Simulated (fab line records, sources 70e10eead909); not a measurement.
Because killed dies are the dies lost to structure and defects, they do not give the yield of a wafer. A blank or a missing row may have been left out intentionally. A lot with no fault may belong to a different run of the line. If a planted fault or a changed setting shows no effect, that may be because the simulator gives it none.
A struck lot beside a sound one + flow nand-harc + 13 steps out of a route of 1302
Sound: these wafers, L968.1, L968.2, L968.5. Struck: wafers L989.1, L989.5, L989.6. The cause is named last.
Each step with rows lists, per side, the tool, then ch with its chambers, then its first start. Under that, the readings that differ: sound wafers + struck wafers + difference of the means + sigmas: that difference in standard deviations of wafers without a fault.
alike: readings whose means differ by less than 2 such deviations, and words and numbers that are the same on both sides. not compared: withheld readings, readings that some wafer has no value for, bounds like >300 that may hide the same value, and numbers for which the record gives no deviation and whose values overlap.
A row with sigmas, a row that says differs or no value, or rows on one side alone: a step with any of these is where the two part. When numbers do not overlap yet have no deviation, they are printed without sigmas and do not part them. A reading missing from all wafers of one side parts the sides only when that side holds two or more wafers.

first, 1 step without rows for these wafers: NHARC_A_M0_SRD_25.
NHARC_A_M0_INSPECT_27:
  sound on defect-inspect-02 at day 23 09:11; struck on defect-inspect-02 at day 31 06:58
  alike: raw-defect-count
NHARC_A_M0_PRE_CLEAN_31: time 12 s.
  sound on pecvd-03 ch 0,1, day 23 09:16; struck on pecvd-01 ch 0,2, day 31 07:04
  alike: heater-power-w
NHARC_A_M0_DEP_32: deposits SiCN, target thk 30 nm.
  sound on pecvd-03 ch 0,1, day 23 09:23; struck on pecvd-01 ch 0,2, day 31 07:12
  alike: heater-power-w
then, 7 steps without rows for these wafers: NHARC_A_M1_DEP_00 (deposits SiOC, target thk 182.5 nm); NHARC_A_M1_DEHYDRATE_01 (time 120 s); NHARC_A_M1_HMDS_02 (time 30 s); NHARC_A_M1_COAT_34 (time 65 s); NHARC_A_M1_COAT_03 (resist thk 90 nm); NHARC_A_M1_SOFTBAKE_04 (time 55 s); NHARC_A_M1_EBR_05.
NHARC_A_M1_EXPOSE_06: exposes mask A M1, target cd 120 nm.
  sound on arfi-scanner-01 ch 0, day 23 10:26; struck on arfi-scanner-01, day 31 08:13
  no value came back on the struck wafers for exposure-dose-mJ-cm2, focus-offset-nm (nm); on the sound wafers exposure-dose-mJ-cm2 reads 75.05 75.05 75.07
  alike: mask
then, 1 step without rows for these wafers: NHARC_A_M1_PEB_07 (peb time 65 s).

== WHERE THEY PART ==
At NHARC_A_M1_EXPOSE_06 and nowhere else, as far as this record goes.

WHY: what had been put in by the simulator
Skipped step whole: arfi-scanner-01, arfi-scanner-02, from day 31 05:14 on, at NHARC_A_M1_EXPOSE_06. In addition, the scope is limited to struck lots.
